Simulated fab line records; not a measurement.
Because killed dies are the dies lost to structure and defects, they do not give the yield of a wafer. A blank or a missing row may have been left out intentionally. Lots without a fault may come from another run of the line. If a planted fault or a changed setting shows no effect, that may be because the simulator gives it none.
Lot-split experiment :: flow n5 finfet :: 21 wafers read across 7 lots, on a route 1938 steps long

## THE SPLIT
At N5_BEOL_M11_PECVD_70 (deposits SiO2 from TEOS/O2, target thk 20 nm, time 22.7 s), the setting time s was moved away from the recipe's 22.7 s on 13 of the 21 wafers read, by -8.4% to +12.9%. All remaining wafers had this setting at the recipe value.

The split's own step is where the reading is taken.

## THE READING
SiO2_of_BEOL_M11_PECVD_70.thk nm (the simulator's own value, which no gauge read), in nm, at N5_BEOL_M11_PECVD_70 (deposits SiO2 from TEOS/O2, target thk 20 nm, time 22.7 s). The file gives no usual value for it. Across the 8 wafers here that went through the recipe, the average is 20.0 nm and the standard deviation 0.2 nm.

wafer: L079.1
tool, chamber at the split: pecvd-03, 1
time s as run, s: 20.79
against the recipe: -8.4%
SiO2_of_BEOL_M11_PECVD_70.thk nm, nm: 18.4
against lot-mates on the recipe: -1.6

wafer: L079.2
tool, chamber at the split: pecvd-03, 0
time s as run, s: 20.79
against the recipe: -8.4%
SiO2_of_BEOL_M11_PECVD_70.thk nm, nm: 18
against lot-mates on the recipe: -2.0

wafer: L079.5
tool, chamber at the split: pecvd-03, 1
time s as run, s: 22.7
against the recipe: recipe
SiO2_of_BEOL_M11_PECVD_70.thk nm, nm: 20
against lot-mates on the recipe: -

wafer: L081.2
tool, chamber at the split: pecvd-03, 2,0
time s as run, s: 22.7
against the recipe: recipe
SiO2_of_BEOL_M11_PECVD_70.thk nm, nm: 19.8
against lot-mates on the recipe: -

wafer: L081.3
tool, chamber at the split: pecvd-03, 2,0
time s as run, s: 22.7
against the recipe: recipe
SiO2_of_BEOL_M11_PECVD_70.thk nm, nm: 19.8
against lot-mates on the recipe: -

wafer: L081.6
tool, chamber at the split: pecvd-03, 1
time s as run, s: 22.7
against the recipe: recipe
SiO2_of_BEOL_M11_PECVD_70.thk nm, nm: 20.4
against lot-mates on the recipe: -

wafer: L083.4
tool, chamber at the split: pecvd-04, 0
time s as run, s: 24.72
against the recipe: +8.9%
SiO2_of_BEOL_M11_PECVD_70.thk nm, nm: 22.4
against lot-mates on the recipe: no lot-mate on the recipe

wafer: L083.5
tool, chamber at the split: pecvd-04, 2,1
time s as run, s: 24.72
against the recipe: +8.9%
SiO2_of_BEOL_M11_PECVD_70.thk nm, nm: 22
against lot-mates on the recipe: no lot-mate on the recipe

wafer: L083.6
tool, chamber at the split: pecvd-04, 2,1
time s as run, s: 24.72
against the recipe: +8.9%
SiO2_of_BEOL_M11_PECVD_70.thk nm, nm: 22
against lot-mates on the recipe: no lot-mate on the recipe

wafer: L089.1
tool, chamber at the split: pecvd-04, 1
time s as run, s: 23.91
against the recipe: +5.3%
SiO2_of_BEOL_M11_PECVD_70.thk nm, nm: 20.8
against lot-mates on the recipe: +0.8

wafer: L089.4
tool, chamber at the split: pecvd-04, 2
time s as run, s: 23.91
against the recipe: +5.3%
SiO2_of_BEOL_M11_PECVD_70.thk nm, nm: 21
against lot-mates on the recipe: +1.0

wafer: L089.6
tool, chamber at the split: pecvd-04, 1
time s as run, s: 22.7
against the recipe: recipe
SiO2_of_BEOL_M11_PECVD_70.thk nm, nm: 20
against lot-mates on the recipe: -

wafer: L091.1
tool, chamber at the split: pecvd-04, 0
time s as run, s: 25.21
against the recipe: +11.1%
SiO2_of_BEOL_M11_PECVD_70.thk nm, nm: 22.2
against lot-mates on the recipe: +2.2

wafer: L091.3
tool, chamber at the split: pecvd-04, 2
time s as run, s: 25.21
against the recipe: +11.1%
SiO2_of_BEOL_M11_PECVD_70.thk nm, nm: 22
against lot-mates on the recipe: +2.0

wafer: L091.4
tool, chamber at the split: pecvd-04, 2
time s as run, s: 22.7
against the recipe: recipe
SiO2_of_BEOL_M11_PECVD_70.thk nm, nm: 20
against lot-mates on the recipe: -

wafer: L094.1
tool, chamber at the split: pecvd-01, 2
time s as run, s: 25.63
against the recipe: +12.9%
SiO2_of_BEOL_M11_PECVD_70.thk nm, nm: 22.4
against lot-mates on the recipe: +2.2

wafer: L094.4
tool, chamber at the split: pecvd-01, 2
time s as run, s: 22.7
against the recipe: recipe
SiO2_of_BEOL_M11_PECVD_70.thk nm, nm: 20.2
against lot-mates on the recipe: -

wafer: L094.6
tool, chamber at the split: pecvd-01, 0
time s as run, s: 25.63
against the recipe: +12.9%
SiO2_of_BEOL_M11_PECVD_70.thk nm, nm: 22.2
against lot-mates on the recipe: +2.0

wafer: L095.1
tool, chamber at the split: pecvd-01, 0
time s as run, s: 24.96
against the recipe: +10.0%
SiO2_of_BEOL_M11_PECVD_70.thk nm, nm: 21.2
against lot-mates on the recipe: +1.4

wafer: L095.3
tool, chamber at the split: pecvd-01, 1
time s as run, s: 22.7
against the recipe: recipe
SiO2_of_BEOL_M11_PECVD_70.thk nm, nm: 19.8
against lot-mates on the recipe: -

wafer: L095.6
tool, chamber at the split: pecvd-01, 2
time s as run, s: 24.96
against the recipe: +10.0%
SiO2_of_BEOL_M11_PECVD_70.thk nm, nm: 22
against lot-mates on the recipe: +2.2
Where a row lists several chambers, the file gives one row for several wafers and doesn't say which wafer went through which chamber.

FIT RESULTS
A straight line over all 21 wafers: SiO2_of_BEOL_M11_PECVD_70.thk nm changes by +0.196 nm for each +1% of time s; r = +0.97; the points scatter about the line by 0.3 nm.
The same after taking each lot's own level away (the mean of its wafers on the recipe; 18 wafers): +0.185 nm for each +1%; r = +0.98; scatter 0.24 nm.
According to that fit, moving time s by its largest amount changes the reading by 2.4 nm.
Across the lots, their own levels run from 19.80 to 20.20 nm, a range of 2.0 times the standard deviation given above.
The two slopes are in agreement: the lot-to-lot level therefore moves the slope only a little.
Check: +2.35 nm against its lot-mates is what the line predicts for one of the wafers moved furthest among these (+12.9%) when that wafer is left out of the fit. Against them it came out at +2.2 nm.

## OTHER SPLITS ON THESE WAFERS
Before the reading, these wafers also passed through other splits. Each is held against what the fit with the lots' levels taken away leaves over:
other split on the same wafers: N5_BEOL_M10_COAT_63 spin rpm
wafers away from the commonest value: 9
r with SiO2_of_BEOL_M11_PECVD_70.thk nm (lot level and that fit taken away): -0.37

## THE FILE'S OWN FIT
SiO2_of_BEOL_M11_PECVD_70.thk nm changes by +0.181 nm for each +1% of time s, r = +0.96.
